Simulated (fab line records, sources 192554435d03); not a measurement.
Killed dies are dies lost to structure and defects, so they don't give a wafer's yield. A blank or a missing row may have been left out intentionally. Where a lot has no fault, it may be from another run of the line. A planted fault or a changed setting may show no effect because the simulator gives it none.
Split-lot trial / flow n5 finfet / 21 wafers read from 7 lots, route of 1938 steps

== THE SPLIT ITSELF ==
At N5_HKMG_FIN_HK_ALD_01 (deposits HfO2, target thk 1.6 nm, pulse time 3 s, purge time 3 s), the setting ald cycles was moved away from the recipe's 30 on 6 of the 21 wafers read, by -16.7% to +16.7%. All remaining wafers had this setting at the recipe value.

== FROM THE SPLIT TO THE READING: what the file shows between them, 9 steps ==
- N5_HKMG_FIN_COAT_43: resist thk 90 nm (also split here: spin rpm)
- N5_HKMG_FIN_EBR_45
- N5_HKMG_FIN_SOFTBAKE_44: time 60 s
- N5_HKMG_FIN_DESCUM_53: chemistry O2, time 7.9 s
- N5_HKMG_FIN_ETCH_54: etches SiARC in CF4, target depth 45.5 nm, time 75.8 s
- N5_HKMG_FIN_ETCH_55: etches SOC in N2/H2, target depth 240 nm, time 300 s
- N5_HKMG_FIN_STRIP_56: strips in N2/H2
- N5_HKMG_FIN_WET_ETCH_82: etches La2O3 in dHCl, stops on HfO2, target depth 2 nm, rinse time 30 s
- N5_HKMG_FIN_ALD_36: deposits TiN, target thk 1 nm, pulse time 1 s, purge time 3 s

== THE READING ==
HK_THK, in nm, at N5_HKMG_FIN_THK_MEAS_70 (measures by xrf). Fault-free wafers of this fab line usually give 1.613 nm, standard deviation 0.015 nm.

wafer=L074.3; tool, chamber at the split=ald hk-02, 0,3,0; ald cycles as run=30; against the recipe=recipe; HK_THK, nm=1.610; against lot-mates on the recipe=-
wafer=L074.4; tool, chamber at the split=ald hk-02, 0,3,0; ald cycles as run=30; against the recipe=recipe; HK_THK, nm=1.608; against lot-mates on the recipe=-
wafer=L074.6; tool, chamber at the split=ald hk-02, 0,3,0; ald cycles as run=30; against the recipe=recipe; HK_THK, nm=1.610; against lot-mates on the recipe=-
wafer=L076.3; tool, chamber at the split=ald hk-01, 2,3; ald cycles as run=30; against the recipe=recipe; HK_THK, nm=1.625; against lot-mates on the recipe=-
wafer=L076.4; tool, chamber at the split=ald hk-01, 3; ald cycles as run=35; against the recipe=+16.7%; HK_THK, nm=1.888; against lot-mates on the recipe=+0.281
wafer=L076.6; tool, chamber at the split=ald hk-01, 2,3; ald cycles as run=30; against the recipe=recipe; HK_THK, nm=1.589; against lot-mates on the recipe=-
wafer=L081.2; tool, chamber at the split=ald hk-03, 1,2; ald cycles as run=25; against the recipe=-16.7%; HK_THK, nm=1.362; against lot-mates on the recipe=-0.242
wafer=L081.3; tool, chamber at the split=ald hk-03, 1,2; ald cycles as run=25; against the recipe=-16.7%; HK_THK, nm=1.346; against lot-mates on the recipe=-0.258
wafer=L081.4; tool, chamber at the split=ald hk-03, 0; ald cycles as run=30; against the recipe=recipe; HK_THK, nm=1.604; against lot-mates on the recipe=-
wafer=L084.3; tool, chamber at the split=ald hk-03, 3; ald cycles as run=26; against the recipe=-13.3%; HK_THK, nm=1.409; against lot-mates on the recipe=-0.190
wafer=L084.4; tool, chamber at the split=ald hk-03, 0,3; ald cycles as run=30; against the recipe=recipe; HK_THK, nm=1.588; against lot-mates on the recipe=-
wafer=L084.5; tool, chamber at the split=ald hk-03, 0,3; ald cycles as run=30; against the recipe=recipe; HK_THK, nm=1.610; against lot-mates on the recipe=-
wafer=L094.4; tool, chamber at the split=ald hk-03, 1,0; ald cycles as run=30; against the recipe=recipe; HK_THK, nm=1.622; against lot-mates on the recipe=-
wafer=L094.5; tool, chamber at the split=ald hk-03, 1,0; ald cycles as run=30; against the recipe=recipe; HK_THK, nm=1.624; against lot-mates on the recipe=-
wafer=L094.6; tool, chamber at the split=ald hk-03, 3; ald cycles as run=26; against the recipe=-13.3%; HK_THK, nm=1.424; against lot-mates on the recipe=-0.199
wafer=L095.1; tool, chamber at the split=ald hk-01, 1,2,1; ald cycles as run=30; against the recipe=recipe; HK_THK, nm=1.568; against lot-mates on the recipe=-
wafer=L095.4; tool, chamber at the split=ald hk-01, 1,2,1; ald cycles as run=30; against the recipe=recipe; HK_THK, nm=1.635; against lot-mates on the recipe=-
wafer=L095.5; tool, chamber at the split=ald hk-01, 1,2,1; ald cycles as run=30; against the recipe=recipe; HK_THK, nm=1.603; against lot-mates on the recipe=-
wafer=L096.4; tool, chamber at the split=ald hk-02, 0; ald cycles as run=26; against the recipe=-13.3%; HK_THK, nm=1.392; against lot-mates on the recipe=-0.213
wafer=L096.5; tool, chamber at the split=ald hk-02, 0,1; ald cycles as run=30; against the recipe=recipe; HK_THK, nm=1.600; against lot-mates on the recipe=-
wafer=L096.6; tool, chamber at the split=ald hk-02, 0,1; ald cycles as run=30; against the recipe=recipe; HK_THK, nm=1.610; against lot-mates on the recipe=-
Where a row lists several chambers, the file gives one row for several wafers and doesn't say which wafer went through which chamber.

THE FIT
A straight line over all 21 wafers: HK_THK changes by +0.0155 nm for each +1% of ald cycles; r = +0.99; the points scatter about the line by 0.017 nm.
The same after taking each lot's own level away (the mean of its wafers on the recipe; 21 wafers): +0.0155 nm for each +1%; r = +0.99; scatter 0.015 nm.
Per that fit: largest ald cycles move, reading shift of 0.26 nm.
From 1.5990 to 1.6230 nm: that is the span of the lots' own levels, equal to 1.6 times the standard deviation above.
Consequently the slope shifts little with the lot-to-lot level, the two slopes agreeing.
Check: +0.25 nm against its lot-mates is what the line predicts for one of the wafers moved furthest among these (+16.7%) when that wafer is left out of the fit. Against them it came out at +0.281 nm.

== ADDITIONAL SPLITS CARRIED BY THESE WAFERS ==
Other splits were also applied to these wafers ahead of the reading. Each is held against what the fit with the lots' levels taken away leaves over:
other split on the same wafers=N5_SD_ACTIVATION_LSA_01 temp c; wafers away from the commonest value=4; r with HK_THK (lot level and that fit taken away)=+0.09
other split on the same wafers=N5_ILD0_CMP_03 down force psi; wafers away from the commonest value=7; r with HK_THK (lot level and that fit taken away)=+0.08
other split on the same wafers=N5_HKMG_FIN_COAT_43 spin rpm; wafers away from the commonest value=8; r with HK_THK (lot level and that fit taken away)=-0.11

== THE FILE'S OWN FIT ==
HK_THK changes by +0.0155 nm for each +1% of ald cycles, r = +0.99.
